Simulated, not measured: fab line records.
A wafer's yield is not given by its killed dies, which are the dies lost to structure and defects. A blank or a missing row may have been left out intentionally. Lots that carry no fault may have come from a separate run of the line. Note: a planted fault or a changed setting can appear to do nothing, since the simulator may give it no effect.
Matching of chambers / flow n5 finfet / 3 sister chambers for N5_BEOL_M9_CURE_71 on uv cure-02
The step cures SiCOH lowk, time 240 s. 6 wafers are shown with their chamber, then 12 later ones without.

== EACH WAFER AND ITS CHAMBER ==
wafer=L081.3; chamber=2; wafer_temp_C_max=386.3; lamp power pct (%)=52.32
wafer=L081.6; chamber=2; wafer_temp_C_max=386.1; lamp power pct (%)=52.31
wafer=L085.2; chamber=0; wafer_temp_C_max=387.2; lamp power pct (%)=52.40
wafer=L085.3; chamber=0; wafer_temp_C_max=386.8; lamp power pct (%)=52.36
wafer=L086.5; chamber=1; wafer_temp_C_max=386.6; lamp power pct (%)=52.34
wafer=L086.6; chamber=1; wafer_temp_C_max=386.4; lamp power pct (%)=52.19

== WAFERS WITHOUT THEIR CHAMBER ==
wafer=L091.2; wafer_temp_C_max=385.9; lamp power pct (%)=52.33
wafer=L091.3; wafer_temp_C_max=386.7; lamp power pct (%)=52.35
wafer=L091.6; wafer_temp_C_max=386.1; lamp power pct (%)=52.27
wafer=L092.1; wafer_temp_C_max=386.5; lamp power pct (%)=52.29
wafer=L092.2; wafer_temp_C_max=386.1; lamp power pct (%)=52.29
wafer=L092.5; wafer_temp_C_max=386.6; lamp power pct (%)=52.24
wafer=L096.2; wafer_temp_C_max=386.1; lamp power pct (%)=52.29
wafer=L096.5; wafer_temp_C_max=386.2; lamp power pct (%)=52.31
wafer=L096.6; wafer_temp_C_max=386.4; lamp power pct (%)=52.30
wafer=L097.1; wafer_temp_C_max=386.4; lamp power pct (%)=52.38
wafer=L097.4; wafer_temp_C_max=386.4; lamp power pct (%)=52.27
wafer=L097.6; wafer_temp_C_max=385.8; lamp power pct (%)=52.38

== THE CHAMBER EACH PASSED THROUGH ==
wafer=L091.2; from the rows above=can't be placed: 2 or 1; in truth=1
wafer=L091.3; from the rows above=can't be placed: 0 or 1 or 2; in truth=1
wafer=L091.6; from the rows above=can't be placed: 2 or 1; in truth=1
wafer=L092.1; from the rows above=can't be placed: 1 or 2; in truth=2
wafer=L092.2; from the rows above=can't be placed: 2 or 1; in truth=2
wafer=L092.5; from the rows above=can't be placed: 1 or 2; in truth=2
wafer=L096.2; from the rows above=can't be placed: 2 or 1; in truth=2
wafer=L096.5; from the rows above=can't be placed: 2 or 1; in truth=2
wafer=L096.6; from the rows above=can't be placed: 1 or 2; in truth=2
wafer=L097.1; from the rows above=can't be placed: 2 or 1 or 0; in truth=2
wafer=L097.4; from the rows above=can't be placed: 1 or 2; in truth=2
wafer=L097.6; from the rows above=can't be placed: 2 or 1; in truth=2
Correctly placed: 0 of 12. Cannot be placed on the basis of these rows: 12; the candidates contain the true chamber in 12. 0 placed wrongly.
How it was worked out, from the rows above alone: a wafer's distance from a chamber is the root of the sum, over the readings, of the square of ((its reading less the chamber's mean) divided by the reading's scatter). If the next closest chamber is less than 2 further off than the closest, the wafer can't be placed; otherwise it belongs to the closest. Each chamber's mean is taken over the wafers shown for it. The scatter: take each reading less its chamber's mean, square it, sum over the shown wafers, divide by the number of wafers less the number of chambers, and take the root.
